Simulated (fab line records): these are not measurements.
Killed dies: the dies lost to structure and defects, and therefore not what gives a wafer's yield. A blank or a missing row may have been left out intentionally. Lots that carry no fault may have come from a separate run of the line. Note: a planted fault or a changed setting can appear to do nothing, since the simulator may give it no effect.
Chamber matching :: flow n5-finfet :: N5_BEOL_M3_ETCHBACK_99 on rie-diel-01: 4 sister chambers
The step etches SiO2 in CHF3, target depth 5 nm, time 10.4 s. 8 wafers are shown with their chamber, then 10 later ones without.

== WAFERS PAIRED WITH THEIR CHAMBERS ==
wafer: L079.1
chamber: 0
drypump-motor-current-A (A): 5.6
showerhead-plenum-p-Torr (Torr): 2.11

wafer: L080.5
chamber: 0
drypump-motor-current-A (A): 5.7
showerhead-plenum-p-Torr (Torr): 2.11

wafer: L087.1
chamber: 1
drypump-motor-current-A (A): 5.5
showerhead-plenum-p-Torr (Torr): 2.17

wafer: L087.3
chamber: 3
drypump-motor-current-A (A): 5.4
showerhead-plenum-p-Torr (Torr): 2.15

wafer: L091.1
chamber: 3
drypump-motor-current-A (A): 5.4
showerhead-plenum-p-Torr (Torr): 2.15

wafer: L091.6
chamber: 2
drypump-motor-current-A (A): 6.3
showerhead-plenum-p-Torr (Torr): 2.03

wafer: L094.2
chamber: 2
drypump-motor-current-A (A): 6.3
showerhead-plenum-p-Torr (Torr): 2.03

wafer: L094.3
chamber: 1
drypump-motor-current-A (A): 5.5
showerhead-plenum-p-Torr (Torr): 2.16

== WAFERS WHOSE CHAMBER IS MISSING ==
wafer: L094.5
drypump-motor-current-A (A): 5.4
showerhead-plenum-p-Torr (Torr): 2.15

wafer: L093.1
drypump-motor-current-A (A): 5.4
showerhead-plenum-p-Torr (Torr): 2.16

wafer: L093.2
drypump-motor-current-A (A): 6.3
showerhead-plenum-p-Torr (Torr): 2.03

wafer: L093.3
drypump-motor-current-A (A): 5.4
showerhead-plenum-p-Torr (Torr): 2.15

wafer: L095.1
drypump-motor-current-A (A): 5.5
showerhead-plenum-p-Torr (Torr): 2.16

wafer: L095.3
drypump-motor-current-A (A): 6.2
showerhead-plenum-p-Torr (Torr): 2.03

wafer: L095.6
drypump-motor-current-A (A): 5.4
showerhead-plenum-p-Torr (Torr): 2.15

wafer: L097.1
drypump-motor-current-A (A): 5.4
showerhead-plenum-p-Torr (Torr): 2.15

wafer: L097.3
drypump-motor-current-A (A): 5.5
showerhead-plenum-p-Torr (Torr): 2.16

wafer: L097.6
drypump-motor-current-A (A): 6.3
showerhead-plenum-p-Torr (Torr): 2.03

== WHICH CHAMBER EACH WENT THROUGH ==
wafer: L094.5
from the rows above: 3
in truth: 3

wafer: L093.1
from the rows above: can't be placed: 3 or 1
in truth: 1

wafer: L093.2
from the rows above: 2
in truth: 2

wafer: L093.3
from the rows above: 3
in truth: 3

wafer: L095.1
from the rows above: 1
in truth: 1

wafer: L095.3
from the rows above: 2
in truth: 2

wafer: L095.6
from the rows above: 3
in truth: 3

wafer: L097.1
from the rows above: 3
in truth: 3

wafer: L097.3
from the rows above: 1
in truth: 1

wafer: L097.6
from the rows above: 2
in truth: 2
Correct placement for 9 of the 10. Cannot be placed on the basis of these rows: 1; the candidates contain the true chamber in 1. Wrongly placed: 0.
How it was worked out, from the rows above alone: a wafer's distance from a chamber is the root of the sum, over the readings, of the square of ((its reading less the chamber's mean) divided by the reading's scatter). The wafer belongs to the nearest chamber; if the next one is less than 2 further off, it can't be placed. The mean given for a chamber averages the wafers shown for that chamber. The scatter is the square root of a quotient: the sum, over the shown wafers, of each reading's squared deviation from its chamber's mean, divided by wafers minus chambers.
